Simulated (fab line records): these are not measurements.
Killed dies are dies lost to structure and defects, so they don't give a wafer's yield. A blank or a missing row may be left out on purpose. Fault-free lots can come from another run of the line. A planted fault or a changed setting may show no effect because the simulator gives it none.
Chamber matching + flow n5 finfet + N5_MOL_CONTACT_COAG_VIA_ETCH_46 on rie diel-04: 4 sister chambers
The step etches SiO2 in C4F6/O2, target depth 46 nm, overetch 9.2 nm, time 40 s. 4 wafers are shown with their chamber, then 9 later ones without.

## WAFERS PAIRED WITH THEIR CHAMBERS
| wafer  | chamber | rf vpp V (V) |
|--------|---------|--------------|
| L077.1 | 3       | 1533         |
| L085.1 | 0       | 1584         |
| L085.4 | 2       | 1581         |
| L085.5 | 1       | 1603         |

## WAFERS MISSING THEIR CHAMBER
| wafer  | rf vpp V (V) |
|--------|--------------|
| L086.1 | 1580         |
| L086.2 | 1557         |
| L086.4 | 1602         |
| L087.1 | 1556         |
| L087.5 | 1581         |
| L087.6 | 1603         |
| L095.1 | 1584         |
| L095.3 | 1558         |
| L095.5 | 1582         |

## WHICH CHAMBER EACH WENT THROUGH
| wafer  | from the rows above               | in truth |
|--------|-----------------------------------|----------|
| L086.1 | can't be placed: 2 or 0 or 1      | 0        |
| L086.2 | can't be placed: 2 or 3 or 0 or 1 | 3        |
| L086.4 | can't be placed: 1 or 0 or 2      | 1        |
| L087.1 | can't be placed: 3 or 2 or 0 or 1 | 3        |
| L087.5 | can't be placed: 2 or 0 or 1      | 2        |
| L087.6 | can't be placed: 1 or 0 or 2      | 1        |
| L095.1 | can't be placed: 0 or 2 or 1      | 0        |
| L095.3 | can't be placed: 2 or 3 or 0 or 1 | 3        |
| L095.5 | can't be placed: 2 or 0 or 1      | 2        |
Placed correctly: 0 of 9. Cannot be placed on the basis of these rows: 9; the candidates contain the true chamber in 9. Number placed wrongly: 0.
How it was worked out, from the rows above alone: a wafer's distance from a chamber is the root of the sum, over the readings, of the square of ((its reading less the chamber's mean) divided by the reading's scatter). The wafer belongs to the nearest chamber; if the next one is less than 2 further off, it can't be placed. The mean given for a chamber averages the wafers shown for that chamber. The scatter: with one shown wafer a chamber, the root of the mean of the squares of how far each hidden wafer lies from its nearest shown one.
